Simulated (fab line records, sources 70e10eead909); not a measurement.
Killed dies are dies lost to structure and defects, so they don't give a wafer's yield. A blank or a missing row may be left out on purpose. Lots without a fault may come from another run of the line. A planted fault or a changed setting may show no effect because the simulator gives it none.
Which tool did it? | flow nand_harc | 11 lots, 33 wafers sampled, at 7 steps of a route of 1302

WHAT THE GAUGES READ, wafer by wafer
NHARC_A_M1_CD_MEAS_09: target cd 120 nm.
lot  | measured     | on        | cd_nm (nm)
L757 | day 23 09:47 | cd_sem-01 | 119.4 119.2 119.9
L760 | day 24 16:37 | cd_sem-03 | 120.2 120.2 119.4
L759 | day 24 21:13 | cd_sem-02 | 121.0 119.7 120.4
L762 | day 26 09:25 | cd_sem-01 | 120.9 121.5 121.7
L768 | day 28 11:26 | cd_sem-02 | 119.9 120.1 119.8
L769 | day 28 11:57 | cd_sem-02 | 119.9 120.8 120.7
L770 | day 28 13:44 | cd_sem-03 | 119.3 118.9 119.1
L771 | day 29 14:13 | cd_sem-02 | 119.5 119.2 120.1
L772 | day 29 17:40 | cd_sem-03 | 119.8 119.1 119.7
L773 | day 30 08:57 | cd_sem-02 | 119.6 119.4 119.3
L776 | day 31 12:52 | cd_sem-02 | 119.2 119.4 119.3

NHARC_A_M1_INSPECT_11.
lot  | measured     | on                | raw_defect_count
L757 | day 23 09:54 | defect_inspect-01 | 160 161 155
L760 | day 24 16:44 | defect_inspect-01 | 69 56 66
L759 | day 24 21:20 | defect_inspect-01 | 140 142 156
L762 | day 26 09:32 | defect_inspect-01 | 86 95 86
L768 | day 28 11:34 | defect_inspect-02 | 88 99 87
L769 | day 28 12:05 | defect_inspect-01 | 80 51 85
L770 | day 28 13:52 | defect_inspect-01 | 114 139 153
L771 | day 29 14:20 | defect_inspect-01 | 69 50 45
L772 | day 29 17:47 | defect_inspect-02 | 111 117 121
L773 | day 30 09:04 | defect_inspect-02 | 80 75 53
L776 | day 31 13:00 | defect_inspect-02 | 29 30 22

NHARC_A_M1_THK_MEAS_24: measures by xrf.
lot  | measured     | on            | thk_nm (nm)
L757 | day 23 12:37 | film_metro-01 | 155.5 154.4 156.0
L760 | day 24 19:19 | film_metro-01 | 29.8 29.9 31.6
L759 | day 24 23:50 | film_metro-01 | 30.4 30.8 29.4
L762 | day 26 12:07 | film_metro-01 | 152.9 153.2 150.8
L768 | day 28 14:06 | film_metro-02 | 156.8 153.4 154.7
L769 | day 28 14:38 | film_metro-01 | 152.8 155.7 152.9
L770 | day 28 16:23 | film_metro-01 | 155.0 156.2 153.0
L771 | day 29 16:49 | film_metro-01 | 153.8 155.9 155.5
L772 | day 29 20:17 | film_metro-02 | 151.9 153.0 153.2
L773 | day 30 11:35 | film_metro-02 | 156.6 154.8 157.0
L776 | day 31 15:29 | film_metro-02 | 155.5 154.3 153.8

NHARC_END_SORT_01.
lot  | measured     | on        | defect_limited_yield (%) | killed_at_array | killed_at_other | killed_at_periphery | killed_dies | killed_open | killed_short | sort_bin_2_pct (%) | sort_bin_3_pct (%) | sort_bin_4_pct (%) | sort_n_pass | sort_rim_yield_pct (%) | sort_yield_pct (%)
L760 | day 26 02:25 | prober-02 | 0 0 0                    | 671 670 670     | 3 2 3           | 3 5 4               | 677 677 677 | 1 2 6       | 3 6 1        | 94.8 94.4 93.9     | 0.9 0.7 0.7        | 4.3 4.9 5.3        | 0 0 0       | 0 0 0                  | 0 0 0

WHICH TOOL RAN EACH LOT (tool, then ch and the chambers of the sampled wafers, then the start)
lot  | NHARC_A_M1_ETCH_28                            | NHARC_A_M1_ECD_22              | NHARC_A_M1_CMP_23
L757 | rie_diel-01 ch 0,2,3, day 23 11:43 or earlier | ecd_cu-02 ch 0,1, day 23 11:43 | cmp-02 ch 0,1,2, day 23 12:22
L760 | rie_diel-04 ch 0,1,2, day 24 18:11 or earlier | ecd_cu-02 ch 0,1, day 24 18:11 | cmp-02 ch 0,2,3, day 24 19:05
L759 | rie_diel-04 ch 0,3, day 24 22:53 or earlier   | ecd_cu-02 ch 0,1, day 24 22:53 | cmp-01 ch 0,2,3, day 24 23:34
L762 | rie_diel-01 ch 1,2,3, day 26 11:08 or earlier | ecd_cu-02 ch 0, day 26 11:08   | cmp-03 ch 2,3, day 26 11:50
L768 | rie_diel-05 ch 0,3, day 28 13:09 or earlier   | ecd_cu-02 ch 0,1, day 28 13:09 | cmp-01 ch 0,3, day 28 13:47
L769 | rie_diel-04 ch 0,3, day 28 13:38 or earlier   | ecd_cu-02 ch 0,1, day 28 13:38 | cmp-02 ch 0,1,2, day 28 14:22
L770 | rie_diel-01 ch 0,1,2, day 28 15:19 or earlier | ecd_cu-02 ch 0,1, day 28 15:19 | cmp-02 ch 0,1,3, day 28 16:05
L771 | rie_diel-05 ch 0,3, day 29 15:55 or earlier   | ecd_cu-02 ch 0,1, day 29 15:55 | cmp-03 ch 0,1,2, day 29 16:34
L772 | rie_diel-01 ch 0,1,3, day 29 19:19 or earlier | ecd_cu-02 ch 0,1, day 29 19:19 | cmp-03 ch 0,2, day 29 20:00
L773 | rie_diel-05 ch 2,3, day 30 10:40 or earlier   | ecd_cu-01 ch 0,1, day 30 10:40 | cmp-03 ch 1,2, day 30 11:17
L776 | rie_diel-05 ch 2,3, day 31 14:26 or earlier   | ecd_cu-02 ch 0,1, day 31 14:26 | cmp-03 ch 2,3, day 31 15:10
- NHARC_A_M1_ETCH_28: etches the open film in CF4/N2, target depth 30 nm, time 72.99 s.
- NHARC_A_M1_ECD_22: material Cu, target thk 400 nm.
- NHARC_A_M1_CMP_23: polishes, t overpolish 20 s, target thk 154.34 nm.

WHAT THE TOOLS THEMSELVES READ (means of the sampled wafers that have a number; where no wafer has one, the mark that the record gives instead)
NHARC_A_M1_ETCH_28.
lot  | tool        | drypump_motor_current_A (A) | n2_flow_sccm (sccm) | oes_product_au (a.u.) | rf_vpp_V (V) | showerhead_plenum_p_Torr (Torr) | throttle_valve_pct (%)
L757 | rie_diel-01 | 5.7                         | 100.0               | 0.994                 | 314.8        | 2.64                            | 19.799
L760 | rie_diel-04 | 5.6                         | 100.1               | 1.013                 | 316.2        | 2.78                            | 19.793
L759 | rie_diel-04 | 6.2                         | 100.1               | 1.010                 | 315.5        | 2.74                            | 19.791
L762 | rie_diel-01 | 5.6                         | 100.0               | 1.007                 | 313.8        | 2.58                            | 19.790
L768 | rie_diel-05 | 6.0                         | 100.1               | 0.990                 | 316.2        | 2.74                            | 19.788
L769 | rie_diel-04 | 6.2                         | 100.4               | 1.004                 | 316.6        | 2.73                            | 19.793
L770 | rie_diel-01 | 5.8                         | 99.7                | 0.997                 | 313.2        | 2.59                            | 19.801
L771 | rie_diel-05 | 6.0                         | 99.9                | 0.997                 | 315.9        | 2.74                            | 19.788
L772 | rie_diel-01 | 6.1                         | 99.9                | 0.999                 | 314.0        | 2.61                            | 19.797
L773 | rie_diel-05 | 5.6                         | 99.9                | 0.982                 | 316.3        | 2.74                            | 19.806
L776 | rie_diel-05 | 5.6                         | 99.9                | 0.980                 | 315.9        | 2.74                            | 19.790

NHARC_A_M1_ECD_22.
lot  | tool      | bath_heat_duty_pct (%) | bath_temp_c (C)
L757 | ecd_cu-02 | 6.0                    | 25.00
L760 | ecd_cu-02 | -                      | -
L759 | ecd_cu-02 | -                      | -
L762 | ecd_cu-02 | 5.9                    | 24.94
L768 | ecd_cu-02 | 6.3                    | 25.09
L769 | ecd_cu-02 | 5.6                    | 25.06
L770 | ecd_cu-02 | 6.1                    | 24.94
L771 | ecd_cu-02 | 6.2                    | 25.08
L772 | ecd_cu-02 | 6.0                    | 25.07
L773 | ecd_cu-01 | 6.4                    | 25.02
L776 | ecd_cu-02 | 5.8                    | 25.03

NHARC_A_M1_CMP_23.
lot  | tool   | motor_current_A (A) | retaining_ring_pressure_frac | time_to_endpoint_s (s)
L757 | cmp-02 | 12.3                | 1.002                        | 30.0
L760 | cmp-02 | 11.9                | 0.997                        | 3.5
L759 | cmp-01 | 11.7                | 0.995                        | 0.3
L762 | cmp-03 | 11.8                | 1.000                        | 28.1
L768 | cmp-01 | 11.9                | 1.001                        | 26.1
L769 | cmp-02 | 12.3                | 1.000                        | 27.9
L770 | cmp-02 | 12.7                | 0.997                        | 28.0
L771 | cmp-03 | 11.6                | 0.997                        | 30.1
L772 | cmp-03 | 11.8                | 1.003                        | 32.0
L773 | cmp-03 | 11.1                | 1.002                        | 30.9
L776 | cmp-03 | 11.7                | 1.002                        | 24.7

THE ANSWER, worked out from the rows above alone
Rule: what is usual is taken from the lots themselves. Put in order of their means at a reading, lots are off if they are a third of the lots or fewer, leave a main group of 4 or more, and stand apart from it by a gap of 3 or more times the standard deviation of the main group's means; of several such gaps the widest counts. A main group whose means are all the same, to the digits that the tables above print for the reading, isn't used. A lot without any number at a reading at which 4 lots or more have one is off too. The other lots that the step has rows for count as sound. The gauges are gone through in route order, then the tools' own readings, and for those a lot's mean is taken as printed above. The first step at which some lot is off is used, and at that step the reading that is off furthest; a lot without a number counts as furthest.
Off: L760, L759, at NHARC_A_M1_THK_MEAS_24 (thk_nm). The main group: mean 154.4 nm, standard deviation 1.2.
A tool fits if, at a process step before that reading, it ran every lot that is off, and no sound lot after the first of them. The gauges at NHARC_A_M1_THK_MEAS_24 aren't tried: what is off there is off at NHARC_A_M1_ECD_22 too, on other tools, and a gauge's error can't cause that. NHARC_A_M1_ETCH_28 gives no start for some lots, so the hours and the order of its lots are those of NHARC_A_M1_ECD_22. None of those tried fits.

WHAT THE SIMULATOR HAD PUT IN
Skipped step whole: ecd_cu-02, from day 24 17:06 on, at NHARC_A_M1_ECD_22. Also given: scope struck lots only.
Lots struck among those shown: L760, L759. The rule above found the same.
